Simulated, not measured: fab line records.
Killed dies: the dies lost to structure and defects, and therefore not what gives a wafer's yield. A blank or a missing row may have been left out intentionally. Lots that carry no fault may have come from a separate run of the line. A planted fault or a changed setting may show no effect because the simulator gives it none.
The tool behind it: which one? -- flow n5-finfet -- Sampling: 21 lots, 63 wafers, 4 of 1938 route steps

## WHAT EACH GAUGE READ, for each wafer
N5_BEOL_M7_OVL_MEAS_29. Usual: V6_OVL -0.2 nm, standard deviation 0.56.
lot,measured,on,V6_OVL (nm),flag
L074,day 9 12:34,overlay-02,0.1 0.2 0.9,
L075,day 10 00:32,overlay-01,-0.4 0.3 0.0,
L076,day 10 07:31,overlay-01,0.0 -0.6 0.9,
L079,day 10 11:37,overlay-01,-0.3 -0.9 0.0,
L077,day 10 11:40,overlay-02,0.0 -0.3 0.8,
L078,day 10 13:58,overlay-01,-1.3 -1.3 -0.5,
L080,day 11 04:23,overlay-01,-0.2 0.7 0.2,
L081,day 11 08:26,overlay-02,-0.1 0.9 -0.5,
L083,day 11 08:29,overlay-01,0.1 -0.8 -0.5,
L082,day 11 10:44,overlay-02,-0.1 -0.7 0.0,
L085,day 11 22:41,overlay-01,-0.2 0.1 -0.7,
L086,day 12 15:10,overlay-02,-0.4 0.0 0.5,
L087,day 12 16:59,overlay-02,-0.9 0.1 -0.1,
L089,day 13 03:44,overlay-01,-1.3 -0.2 -0.5,
L088,day 13 06:16,overlay-02,-1.3 -0.9 -1.2,
L091,day 13 13:42,overlay-01,0.4 1.1 0.3,
L090,day 13 16:06,overlay-02,0.4 0.5 0.0,
L092,day 14 05:40,overlay-02,0.0 -0.8 -0.4,
L094,day 14 20:17,overlay-01,0.2 -0.4 0.2,
L096,day 15 04:47,overlay-02,-0.3 -1.5 -0.5,
L095,day 15 07:40,overlay-01,0.8 -1.4 -0.2,

N5_BEOL_M8_THK_MEAS_01. Usual: M8_ILD_THK 154.6 nm, standard deviation 1.8.
lot,measured,on,M8_ILD_THK (nm),flag
L074,day 9 18:00,film-metro-02,154.8 154.0 155.0,
L075,day 10 06:05,film-metro-02,153.6 152.3 155.0,
L076,day 10 14:19,film-metro-01,156.1 154.0 158.6,
L079,day 10 15:25,film-metro-02,152.3 154.6 157.9,
L077,day 10 16:00,film-metro-01,155.9 155.0 157.2,
L078,day 10 18:16,film-metro-02,152.2 152.9 154.6,
L080,day 11 08:17,film-metro-02,151.7 153.3 153.0,
L081,day 11 12:26,film-metro-01,153.5 153.7 156.7,
L083,day 11 13:16,film-metro-02,154.4 159.0 157.6,
L082,day 11 14:30,film-metro-01,153.7 155.6 156.5,
L085,day 12 02:47,film-metro-01,152.8 154.8 155.3,
L086,day 12 19:49,film-metro-01,154.7 154.9 156.6,
L087,day 12 21:04,film-metro-01,153.4 153.3 155.2,
L089,day 13 07:48,film-metro-01,152.1 155.2 152.7,
L088,day 13 10:48,film-metro-02,153.5 156.3 156.7,
L091,day 13 17:14,film-metro-01,151.6 156.4 156.0,
L090,day 13 21:39,film-metro-01,153.7 154.1 155.6,
L092,day 14 13:49,film-metro-02,152.9 155.7 155.7,
L094,day 15 02:29,film-metro-02,153.0 156.5 156.7,
L096,day 15 10:19,film-metro-01,153.7 155.8 154.9,
L095,day 15 13:14,film-metro-01,153.9 155.4 154.4,

## WHICH TOOL RAN EACH LOT (tool, then ch and the chambers of the sampled wafers, then the start)
lot,N5_BEOL_M7_ETCH_72,N5_BEOL_M7_ANNEAL_51
L074,"rie-diel-02 ch 2, day 9 12:51","rtp-anneal-01 ch 0, day 9 15:36"
L075,"rie-diel-04 ch 0,1,3, day 10 00:51","rtp-anneal-02 ch 0, day 10 04:28"
L076,"rie-diel-04 ch 0,2,3, day 10 07:41","rtp-anneal-02 ch 0, day 10 12:56"
L079,"rie-diel-04 ch 0,1,2, day 10 11:49","rtp-anneal-01 ch 0, day 10 14:04"
L077,"rie-diel-02 ch 0,2,3, day 10 11:52","rtp-anneal-02 ch 0, day 10 14:36"
L078,"rie-diel-02 ch 0,1,3, day 10 14:05","rtp-anneal-01 ch 0, day 10 16:56"
L080,"rie-diel-04 ch 0,2,3, day 11 04:31","rtp-anneal-02 ch 0, day 11 06:58"
L081,"rie-diel-05 ch 1,2,3, day 11 08:52","rtp-anneal-01 ch 0, day 11 10:47"
L083,"rie-diel-05 ch 0,1, day 11 09:16","rtp-anneal-01 ch 0, day 11 11:54"
L082,"rie-diel-02 ch 0,1, day 11 10:52","rtp-anneal-01 ch 0, day 11 13:05"
L085,"rie-diel-05 ch 1,2, day 11 22:53","rtp-anneal-02 ch 0, day 12 01:02"
L086,"rie-diel-04 ch 1,2,3, day 12 15:31","rtp-anneal-02 ch 0, day 12 18:20"
L087,"rie-diel-02 ch 0,2,3, day 12 17:27","rtp-anneal-02 ch 0, day 12 19:44"
L089,"rie-diel-02 ch 0,1, day 13 03:52","rtp-anneal-02 ch 0, day 13 06:02"
L088,"rie-diel-05 ch 0,1,3, day 13 06:23","rtp-anneal-02 ch 0, day 13 09:07"
L091,"rie-diel-04 ch 0,3, day 13 13:49","rtp-anneal-01 ch 0, day 13 15:57"
L090,"rie-diel-05 ch 1,2,3, day 13 16:13","rtp-anneal-02 ch 0, day 13 20:17"
L092,"rie-diel-02 ch 0,2,3, day 14 06:30","rtp-anneal-02 ch 0, day 14 12:33"
L094,"rie-diel-05 ch 1,2,3, day 14 20:35","rtp-anneal-02 ch 0, day 15 00:35"
L096,"rie-diel-04 ch 1,2,3, day 15 04:56","rtp-anneal-02 ch 0, day 15 08:28"
L095,"rie-diel-04 ch 0,1,2, day 15 07:47","rtp-anneal-02 ch 0, day 15 11:54"
- N5_BEOL_M7_ETCH_72: etches underlayer in N2/H2, target depth 6.5 nm, time 5.2 s.
- N5_BEOL_M7_ANNEAL_51: time 90 s.

## AS READ BY THE TOOLS THEMSELVES (means over the sampled wafers that have a number; for cases with no such wafer, the mark the record gives instead)
N5_BEOL_M7_ETCH_72. Usual: chamber-pressure-mTorr 30.00 mTorr, standard deviation 0.04; drypump-motor-current-A 5.6 A, standard deviation 0.39; etch-rf-on-time-s 5.21 s, standard deviation 0.1; n2-flow-sccm 200.1 sccm, standard deviation 0.6; oes-product-au 0.69 a.u., standard deviation 0.067; rf-vpp-V 524.9 V, standard deviation 2.1; showerhead-plenum-p-Torr 2.58 Torr, standard deviation 0.077; throttle-valve-pct 17.83 %, standard deviation 0.26.
lot,tool,chamber-pressure-mTorr (mTorr),drypump-motor-current-A (A),etch-rf-on-time-s (s),n2-flow-sccm (sccm),oes-product-au (a.u.),rf-vpp-V (V),showerhead-plenum-p-Torr (Torr),throttle-valve-pct (%),flag
L074,rie-diel-02,30.02,5.6,5.37,200.0,0.62,523.5,2.53,17.57,
L075,rie-diel-04,29.98,5.7,5.17,199.9,0.72,523.0,2.54,17.77,
L076,rie-diel-04,29.98,6.0,5.13,199.9,0.70,524.3,2.58,17.91,
L079,rie-diel-04,30.02,5.9,5.06,200.2,0.72,523.9,2.54,17.82,
L077,rie-diel-02,30.04,5.4,5.28,199.7,0.68,525.9,2.64,17.83,
L078,rie-diel-02,29.97,5.2,5.25,200.3,0.73,525.9,2.66,17.78,
L080,rie-diel-04,29.99,6.0,5.18,199.6,0.70,524.9,2.58,17.94,
L081,rie-diel-05,30.03,5.6,5.21,200.3,0.70,523.7,2.53,17.65,
L083,rie-diel-05,29.98,6.0,5.18,200.0,0.62,525.6,2.60,18.08,
L082,rie-diel-02,29.98,5.1,5.31,199.9,0.78,527.2,2.64,17.57,
L085,rie-diel-05,29.99,5.6,5.22,200.3,0.66,524.0,2.54,17.75,
L086,rie-diel-04,30.02,5.8,5.15,199.5,0.72,524.6,2.55,17.96,
L087,rie-diel-02,30.04,5.4,5.31,199.9,0.65,526.0,2.63,17.85,
L089,rie-diel-02,29.99,5.1,5.30,200.1,0.76,527.5,2.64,17.57,
L088,rie-diel-05,30.01,5.8,5.16,200.3,0.65,523.6,2.53,17.84,
L091,rie-diel-04,30.00,5.8,5.21,199.9,0.68,523.9,2.57,17.93,
L090,rie-diel-05,30.00,5.6,5.20,200.1,0.68,523.9,2.52,17.69,
L092,rie-diel-02,29.99,5.4,5.27,200.5,0.65,526.5,2.62,17.87,
L094,rie-diel-05,29.98,5.6,5.13,200.3,0.68,524.8,2.51,17.70,
L096,rie-diel-04,30.00,5.8,5.19,200.2,0.71,524.2,2.55,18.00,
L095,rie-diel-04,30.02,5.9,5.13,199.0,0.68,522.9,2.52,17.87,

N5_BEOL_M7_ANNEAL_51. Usual: wafer_temp_C_max 225.66, standard deviation 0.2.
lot,tool,wafer_temp_C_max,flag
L074,rtp-anneal-01,225.61,
L075,rtp-anneal-02,225.70,
L076,rtp-anneal-02,225.50,
L079,rtp-anneal-01,225.43,
L077,rtp-anneal-02,225.75,
L078,rtp-anneal-01,225.52,
L080,rtp-anneal-02,225.95,
L081,rtp-anneal-01,225.65,
L083,rtp-anneal-01,225.79,
L082,rtp-anneal-01,225.75,
L085,rtp-anneal-02,225.51,
L086,rtp-anneal-02,225.81,
L087,rtp-anneal-02,225.61,
L089,rtp-anneal-02,225.71,
L088,rtp-anneal-02,225.50,
L091,rtp-anneal-01,225.49,
L090,rtp-anneal-02,225.79,
L092,rtp-anneal-02,225.63,
L094,rtp-anneal-02,225.84,
L096,rtp-anneal-02,225.83,
L095,rtp-anneal-02,225.73,

## THE ANSWER, worked out from the rows above alone
Rule: take the mean of a lot's wafers that have a number; if it is more than 3 standard deviations from the usual mean, the lot is off. A lot without any number at a reading at which 4 lots or more have one is off too. The other lots that the step has rows for count as sound. Order of review: gauges by route order, followed by the tools' own readings, for which a lot's mean as printed above is used. At the first step where some lot is off, the reading lying furthest off is the one used; lots without a number count as furthest.
No lot is off at any reading shown: from this, nothing can be told.

## WHAT THE SIMULATOR HAD INSERTED
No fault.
